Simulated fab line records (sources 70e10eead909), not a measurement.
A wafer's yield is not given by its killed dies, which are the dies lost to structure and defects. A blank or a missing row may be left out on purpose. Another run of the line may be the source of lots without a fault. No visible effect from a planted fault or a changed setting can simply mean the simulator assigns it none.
Which tool was responsible?	flow nand_harc	24 lots with 72 wafers sampled at 5 steps, on a route of 1302 steps

WHAT THE GAUGES SHOWED, per wafer
NHARC_P_STI_INSPECT_11. Usual: raw_defect_count 5.3, standard deviation 2.6.
lot	measured	on	raw_defect_count	flag
L074	day 3 02:04	defect_inspect-02	5 5 2	
L075	day 3 09:03	defect_inspect-02	4 6 6	
L076	day 3 15:55	defect_inspect-01	4 2 3	
L077	day 4 00:16	defect_inspect-02	0 5 3	
L078	day 4 11:04	defect_inspect-02	6 8 2	
L079	day 4 23:50	defect_inspect-02	4 8 13	
L080	day 5 10:37	defect_inspect-01	8 7 6	
L081	day 5 17:31	defect_inspect-01	2 5 5	
L082	day 6 03:07	defect_inspect-02	9 5 11	
L083	day 6 18:17	defect_inspect-01	5 2 5	
L084	day 7 02:54	defect_inspect-02	8 3 3	
L085	day 7 09:27	defect_inspect-01	4 2 5	
L086	day 7 22:19	defect_inspect-02	4 4 6	
L087	day 8 06:06	defect_inspect-02	9 1 3	
L088	day 8 18:07	defect_inspect-02	5 8 10	
L089	day 9 02:58	defect_inspect-01	11 7 6	
L090	day 9 13:59	defect_inspect-02	6 5 6	
L091	day 9 21:14	defect_inspect-02	5 5 4	
L092	day 10 07:43	defect_inspect-02	0 4 9	
L093	day 10 19:05	defect_inspect-01	8 6 3	
L094	day 11 04:16	defect_inspect-01	4 7 8	
L095	day 11 15:32	defect_inspect-02	7 5 8	
L096	day 12 02:19	defect_inspect-01	1 1 1	
L097	day 12 09:47	defect_inspect-02	11 4 3	

NHARC_P_CONTACT_INSPECT_27. Usual: raw_defect_count 296, standard deviation 110.
lot	measured	on	raw_defect_count	flag
L074	day 6 06:44	defect_inspect-02	461 353 254	
L075	day 6 14:26	defect_inspect-01	255 371 354	
L076	day 6 19:56	defect_inspect-01	172 287 320	
L077	day 7 14:07	defect_inspect-02	207 492 306	
L078	day 7 16:22	defect_inspect-02	156 456 384	
L079	day 8 05:04	defect_inspect-02	236 283 334	
L080	day 8 22:26	defect_inspect-01	211 315 301	
L081	day 8 21:04	defect_inspect-01	205 133 313	
L082	day 9 09:59	defect_inspect-01	468 261 201	
L083	day 10 02:09	defect_inspect-02	416 270 422	
L084	day 10 10:49	defect_inspect-01	273 406 322	
L085	day 10 19:32	defect_inspect-02	207 387 226	
L086	day 11 08:11	defect_inspect-02	284 284 250	
L087	day 11 07:59	defect_inspect-02	419 407 472	
L088	day 12 02:50	defect_inspect-01	229 308 298	
L089	day 12 03:31	defect_inspect-01	403 494 300	
L090	day 12 18:17	defect_inspect-01	598 376 400	
L091	day 13 04:23	defect_inspect-01	142 297 171	
L092	day 13 09:48	defect_inspect-02	210 139 200	
L093	day 13 21:23	defect_inspect-01	242 277 276	
L094	day 14 05:07	defect_inspect-02	244 221 299	
L095	day 14 20:34	defect_inspect-02	307 236 270	
L096	day 15 05:01	defect_inspect-02	285 204 277	
L097	day 15 11:22	defect_inspect-01	275 305 227	

NHARC_P_M2_CD_MEAS_09: target cd 170 nm. Usual: cd_nm 170.1 nm, standard deviation 0.69.
lot	measured	on	cd_nm (nm)	flag
L074	day 6 16:17	cd_sem-02	169.3 169.7 169.7	
L075	day 6 23:35	cd_sem-03	170.6 170.8 169.7	
L076	day 7 05:04	cd_sem-02	170.3 170.1 170.0	
L077	day 7 23:25	cd_sem-02	169.6 168.9 170.2	
L078	day 8 01:26	cd_sem-01	170.7 170.3 171.4	
L079	day 8 14:31	cd_sem-01	170.3 170.4 169.6	
L080	day 9 07:22	cd_sem-01	170.8 170.1 171.3	
L081	day 9 06:04	cd_sem-03	170.9 171.0 169.9	
L082	day 9 19:19	cd_sem-03	171.1 170.5 169.4	
L083	day 10 11:45	cd_sem-02	171.3 170.1 171.0	
L084	day 10 20:02	cd_sem-03	170.5 169.9 169.9	
L085	day 11 09:01	cd_sem-02	169.7 169.9 170.5	
L086	day 11 17:54	cd_sem-02	170.1 170.7 171.0	
L087	day 11 17:05	cd_sem-03	169.6 171.5 170.7	
L088	day 12 12:33	cd_sem-01	171.1 170.6 171.1	
L089	day 12 13:34	cd_sem-01	169.0 170.6 169.9	
L090	day 13 03:24	cd_sem-01	170.3 170.4 170.0	
L091	day 13 13:47	cd_sem-03	170.9 170.9 170.3	
L092	day 13 18:54	cd_sem-03	170.9 170.1 169.7	
L093	day 14 06:44	cd_sem-02	169.4 169.7 169.5	
L094	day 14 14:25	cd_sem-03	169.4 169.3 168.8	
L095	day 15 05:42	cd_sem-01	169.7 168.6 169.0	
L096	day 15 14:21	cd_sem-02	170.9 169.9 169.1	
L097	day 15 20:31	cd_sem-02	168.8 169.0 170.5	

WHICH TOOL RAN EACH LOT (tool, then ch and the chambers of the sampled wafers, then the start)
lot	NHARC_P_ZERO_WELL_DESCUM_26	NHARC_P_GATE_HM_DEP_102
L074	rie_diel-01 ch 0,1, day 1 22:31	acl_dep-02 ch 0, day 5 06:04
L075	rie_diel-03 ch 1,2,3, day 2 08:30	acl_dep-01 ch 0, day 5 11:38
L076	rie_diel-13 ch 0,1, day 2 18:45	acl_dep-02 ch 0, day 5 19:25
L077	rie_diel-03 ch 0,1, day 3 04:39	acl_dep-01 ch 0, day 6 11:22
L078	rie_diel-01 ch 0,1,3, day 3 14:50	acl_dep-01 ch 0, day 6 15:54
L079	rie_diel-13 ch 0,2,3, day 4 02:47	acl_dep-03 ch 0, day 7 04:37
L080	rie_diel-01 ch 0,2, day 4 10:50	acl_dep-03 ch 0, day 7 20:05
L081	rie_diel-01 ch 0,2, day 4 20:45	acl_dep-02 ch 0, day 7 20:14
L082	rie_diel-13 ch 1,2, day 5 06:49	acl_dep-01 ch 0, day 8 09:21
L083	rie_diel-13 ch 0,3, day 5 16:46	acl_dep-02 ch 0, day 8 23:37
L084	rie_diel-03 ch 0,2,3, day 6 02:50	acl_dep-02 ch 0, day 9 09:46
L085	rie_diel-13 ch 0,3, day 6 12:50	acl_dep-02 ch 0, day 9 18:38
L086	rie_diel-03 ch 0,1,2, day 6 22:46	acl_dep-02 ch 0, day 10 05:50
L087	rie_diel-03 ch 1,2, day 7 09:04	acl_dep-02 ch 0, day 10 05:05
L088	rie_diel-01 ch 1,2, day 7 18:43	acl_dep-03 ch 0, day 11 01:58
L089	rie_diel-03 ch 1,2,3, day 8 04:46	acl_dep-03 ch 0, day 11 02:43
L090	rie_diel-03 ch 1,2,3, day 8 14:46	acl_dep-02 ch 0, day 11 17:43
L091	rie_diel-01 ch 0,1,2, day 9 01:04	acl_dep-01 ch 0, day 12 04:05
L092	rie_diel-03 ch 0,1,2, day 9 10:38	acl_dep-02 ch 0, day 12 09:22
L093	rie_diel-13 ch 1,2, day 9 20:37	acl_dep-03 ch 0, day 12 20:47
L094	rie_diel-03 ch 1,2,3, day 10 07:13	acl_dep-02 ch 0, day 13 04:09
L095	rie_diel-03 ch 1,2,3, day 10 16:49	acl_dep-02 ch 0, day 13 20:16
L096	rie_diel-03 ch 0,1,2, day 11 02:57	acl_dep-03 ch 0, day 14 04:11
L097	rie_diel-03 ch 0,1, day 11 12:44	acl_dep-01 ch 0, day 14 10:45
- NHARC_P_ZERO_WELL_DESCUM_26: chemistry O2, time 3 s.
- NHARC_P_GATE_HM_DEP_102: deposits aC, target thk 120 nm.

AS READ BY THE TOOLS THEMSELVES (means over the sampled wafers that have a number; for cases with no such wafer, the mark the record gives instead)
NHARC_P_ZERO_WELL_DESCUM_26. Usual: drypump_motor_current_A 5.8 A, standard deviation 0.33; oes_product_au 1.000 a.u., standard deviation 0.013; rf_vpp_V 57.9 V, standard deviation 0.99; showerhead_plenum_p_Torr 1.91 Torr, standard deviation 0.086; throttle_valve_pct 11.311 %, standard deviation 0.0092.
lot	tool	drypump_motor_current_A (A)	oes_product_au (a.u.)	rf_vpp_V (V)	showerhead_plenum_p_Torr (Torr)	throttle_valve_pct (%)	flag
L074	rie_diel-01	5.7	1.002	58.3	2.01	11.313	
L075	rie_diel-03	5.8	0.997	58.5	1.89	11.315	
L076	rie_diel-13	5.7	1.002	58.3	2.01	11.313	
L077	rie_diel-03	5.8	0.995	58.2	1.92	11.313	
L078	rie_diel-01	6.0	0.995	58.0	1.94	11.315	
L079	rie_diel-13	5.7	1.004	58.0	1.97	11.315	
L080	rie_diel-01	5.9	0.992	58.5	1.93	11.310	
L081	rie_diel-01	5.9	0.991	58.6	1.95	11.306	
L082	rie_diel-13	5.7	1.015	58.7	2.04	11.306	
L083	rie_diel-13	5.4	0.999	56.8	1.89	11.313	
L084	rie_diel-03	5.9	0.994	57.9	1.83	11.307	
L085	rie_diel-13	5.4	0.997	57.2	1.89	11.302	
L086	rie_diel-03	6.0	0.995	57.4	1.86	11.307	
L087	rie_diel-03	6.0	0.981	57.0	1.87	11.304	
L088	rie_diel-01	5.8	1.004	58.1	1.97	11.306	
L089	rie_diel-03	5.8	1.006	57.4	1.88	11.313	
L090	rie_diel-03	5.7	0.997	57.5	1.88	11.307	
L091	rie_diel-01	5.8	0.997	59.4	1.95	11.323	
L092	rie_diel-03	6.0	1.003	57.5	1.86	11.307	
L093	rie_diel-13	5.8	1.002	58.9	2.02	11.330	
L094	rie_diel-03	5.8	1.007	57.6	1.88	11.309	
L095	rie_diel-03	5.7	1.009	58.0	1.87	11.307	
L096	rie_diel-03	6.0	1.001	57.9	1.85	11.311	
L097	rie_diel-03	6.0	1.007	57.9	1.84	11.306	

NHARC_P_GATE_HM_DEP_102. Usual: throttle_valve_pct 35.000 %, standard deviation 0.0097.
lot	tool	throttle_valve_pct (%)	flag
L074	acl_dep-02	34.992	
L075	acl_dep-01	34.993	
L076	acl_dep-02	35.007	
L077	acl_dep-01	35.000	
L078	acl_dep-01	34.993	
L079	acl_dep-03	34.993	
L080	acl_dep-03	35.000	
L081	acl_dep-02	35.001	
L082	acl_dep-01	35.013	
L083	acl_dep-02	35.005	
L084	acl_dep-02	34.992	
L085	acl_dep-02	35.000	
L086	acl_dep-02	35.000	
L087	acl_dep-02	35.005	
L088	acl_dep-03	34.987	
L089	acl_dep-03	35.007	
L090	acl_dep-02	35.007	
L091	acl_dep-01	35.001	
L092	acl_dep-02	35.000	
L093	acl_dep-03	35.000	
L094	acl_dep-02	35.007	
L095	acl_dep-02	34.996	
L096	acl_dep-03	34.990	
L097	acl_dep-01	34.994	

THE ANSWER, worked out from the rows above alone
Rule: a lot is off if the mean of its wafers that have a number lies more than 3 standard deviations from the usual mean. A lot without any number at a reading at which 4 lots or more have one is off too. The other lots that the step has rows for count as sound. First the gauges in route order, then the tools' own readings, where a lot's mean is used as printed above. The first step at which some lot is off is used, and at that step the reading that is off furthest; a lot without a number counts as furthest.
Nothing can be told from this: no lot is off at any reading shown.

WHAT THE SIMULATOR HAD PUT IN
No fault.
